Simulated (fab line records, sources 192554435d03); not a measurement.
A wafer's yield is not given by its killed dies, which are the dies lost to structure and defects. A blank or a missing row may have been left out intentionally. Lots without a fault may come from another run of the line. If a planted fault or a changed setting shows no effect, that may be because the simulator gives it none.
Matching of chambers ; flow n5_finfet ; 4 sister chambers for N5_PASSIVATION_PASS_ETCH_47 on rie_diel-06
The step etches SiNx in CF4/O2, target depth 770 nm, time 385 s. 8 wafers are shown with their chamber, then 7 later ones without.

== EACH WAFER AND ITS CHAMBER ==
wafer;chamber;showerhead_plenum_p_Torr (Torr);drypump_motor_current_A (A)
L990.1;0;2.13;5.9
L999.2;0;2.13;5.9
L997.5;2;2.21;5.5
L100.1;3;2.28;5.1
L100.2;1;2.24;5.6
L100.5;1;2.24;5.6
L101.1;2;2.20;5.5
L101.4;3;2.28;5.2

== WAFERS WITHOUT THEIR CHAMBER ==
wafer;showerhead_plenum_p_Torr (Torr);drypump_motor_current_A (A)
L101.5;2.28;5.1
L106.2;2.20;5.5
L106.4;2.12;5.9
L106.6;2.12;5.9
L989.2;2.23;5.6
L989.3;2.12;5.9
L989.5;2.23;5.6

== THE CHAMBER EACH PASSED THROUGH ==
wafer;from the rows above;in truth
L101.5;3;3
L106.2;2;2
L106.4;0;0
L106.6;0;0
L989.2;1;1
L989.3;0;0
L989.5;1;1
7 of 7 placed correctly. Not placeable from these rows: 0. Number placed wrongly: 0.
How it was worked out, from the rows above alone: a wafer's distance from a chamber is the root of the sum, over the readings, of the square of ((its reading less the chamber's mean) divided by the reading's scatter). If the next closest chamber is less than 2 further off than the closest, the wafer can't be placed; otherwise it belongs to the closest. A chamber's mean is the mean of its shown wafers. How the scatter is found: for the shown wafers, subtract from each reading the mean of its chamber, square and add these, divide the total by (wafers less chambers), then take the root.
